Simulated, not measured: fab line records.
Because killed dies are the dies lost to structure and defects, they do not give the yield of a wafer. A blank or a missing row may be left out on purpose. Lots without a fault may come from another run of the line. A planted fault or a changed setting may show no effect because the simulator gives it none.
Struck lot and sound lot, side by side    flow n5 finfet    38 out of 1938 route steps
Sound: wafers L967.1, L967.4, L967.6. Wafers L957.1, L957.4, L957.5 were the ones struck. The cause is named last.
At each step with rows: each side's tool, then ch and its chambers, then its first start. Under that, the readings that differ: sound wafers    struck wafers    difference of the means    sigmas: that difference in standard deviations of wafers without a fault.
alike: same words and numbers on both sides, and readings whose means sit less than 2 such deviations apart. not compared: any withheld reading, any reading some wafer has no value for, any bound like >300 that may hide the same value, and any number with overlapping values for which the record gives no deviation.
The two part at a step that has a row with sigmas, a row that says differs or no value, or rows on one side only. Numbers that don't overlap but have no deviation are shown without sigmas and don't part them. A reading that every wafer of one side lacks parts them only if that side has two wafers or more.

first, 9 steps without rows for these wafers: N5_BEOL_M4_ANNEAL_95 (time 240 s); N5_BEOL_M4_SPUTTER_96 (material Cu, target thk 4.5 nm, time 8.29 s); N5_BEOL_M4_ECD_50 (material Cu, target thk 300 nm); N5_BEOL_M4_ANNEAL_51 (time 90 s); N5_BEOL_M4_CMP_52 (polishes, stops on SiOC, t overpolish 6.8 s, target thk 40 nm); N5_BEOL_M4_PRE_CLEAN_60 (time 15 s); N5_BEOL_M4_CO_CAP_55 (material Co, precursor CCTBA/H2, target thk 2 nm, time 102.1 s); N5_BEOL_M4_PRE_CLEAN_56 (time 15 s); N5_BEOL_M4_DEP_57 (deposits SiCN from 3MS/NH3, target thk 8 nm, time 14 s).
N5_BEOL_M4_RC_MEAS_101:
  sound on prober-01 ch 0, day 13 07:43; struck on prober-01 ch 0, day 10 04:43
reading        sound           struck          difference  sigmas
SS_P (mV/dec)  74.3 74.3 73.7  72.4 73.0 72.0  -1.6        -3
  alike: DIBL_N, DIBL_P, IOFF_N, IOFF_P, ION_N, ION_P, SS_N, VT_N, VT_P
then, 24 steps without rows for these wafers: N5_BEOL_M5_ILD_DEP_00 (deposits SiCOH lowk from DEMS/porogen, target thk 140.64 nm, time 25.9 s); N5_BEOL_M5_CURE_79 (cures SiCOH lowk, time 240 s); N5_BEOL_M5_PECVD_70 (deposits SiO2 from TEOS/O2, target thk 16 nm, time 18 s); N5_BEOL_M5_HM_DEP_02 (deposits TiN, target thk 20 nm); N5_BEOL_M5_COAT_59 (time 60 s, resist thk 60 nm); N5_BEOL_M5_COAT_60 (time 60 s, resist thk 12 nm); N5_BEOL_M5_COAT_71 (time 60 s, resist thk 5 nm); N5_BEOL_M5_COAT_05 (resist thk 30 nm); N5_BEOL_M5_EBR_07; N5_BEOL_M5_SOFTBAKE_06 (time 60 s); N5_BEOL_M5_EXPOSE_08 (exposes mask M5, target cd 28 nm); N5_BEOL_M5_PEB_09 (peb time 60 s); N5_BEOL_M5_DEVELOP_10 (develop time 30 s); N5_BEOL_M5_DESCUM_16 (chemistry O2, time 7 s); N5_BEOL_M5_ETCH_72 (etches underlayer in N2/H2, target depth 6.5 nm, time 5.2 s); N5_BEOL_M5_ETCH_61 (etches SiARC in CF4, target depth 15.6 nm, time 26 s); N5_BEOL_M5_ETCH_62 (etches SOC in N2/H2, target depth 75 nm, overetch 15 nm, time 112.5 s); N5_BEOL_M5_STRIP_63 (strips in N2/H2); N5_BEOL_M5_STRIP_73 (strips in N2/H2); N5_BEOL_M5_STRIP_64 (strips in CF4); N5_BEOL_M5_HM_OPEN_17 (chemistry Cl2/BCl3, target TiN, target depth 20 nm, overetch 6 nm); N5_BEOL_M5_STRIP_19 (strips in O2); N5_BEOL_M5_COAT_65 (time 60 s, resist thk 60 nm); N5_BEOL_M5_COAT_66 (time 60 s, resist thk 12 nm).
-- a jump in the record: the struck wafers' starts before and after are 4 days apart (it breaks off in module BEOL_M5 and resumes in module BEOL_M15, where the first step shown is number 1822 of the route) --
N5_BEOL_M15_ECD_47: material Cu, target thk 1860 nm.
  sound on ecd cu-01 ch 0,1, day 16 17:34; struck on ecd cu-01 ch 0,1, day 14 03:59
N5_BEOL_M15_THK_MEAS_50: measures by xrf.
  sound on film metro-02 at day 16 18:23; struck on film metro-01 at day 14 04:59
reading       sound        struck  difference                     sigmas
M15_THK (nm)  869 848 870  - - -   no value on the struck wafers  
N5_BEOL_M15_RS_MEAS_54: measures by four-point-probe.
  sound on film metro-02 at day 16 18:31; struck on film metro-02 at day 14 05:07
reading          sound                 struck                difference  sigmas
M15_RS (ohm/sq)  0.0209 0.0216 0.0209  33.028 32.489 32.498  +32.651     +99 or more
N5_PASSIVATION_PROBE_49:
  only the struck wafers here have rows in the record (prober-02, day 15 00:08); the sound ones have none

## WHERE THEY PART
At N5_BEOL_M4_RC_MEAS_101 first; at N5_PASSIVATION_PROBE_49 last (within this record only).

WHY: what the simulator had put in
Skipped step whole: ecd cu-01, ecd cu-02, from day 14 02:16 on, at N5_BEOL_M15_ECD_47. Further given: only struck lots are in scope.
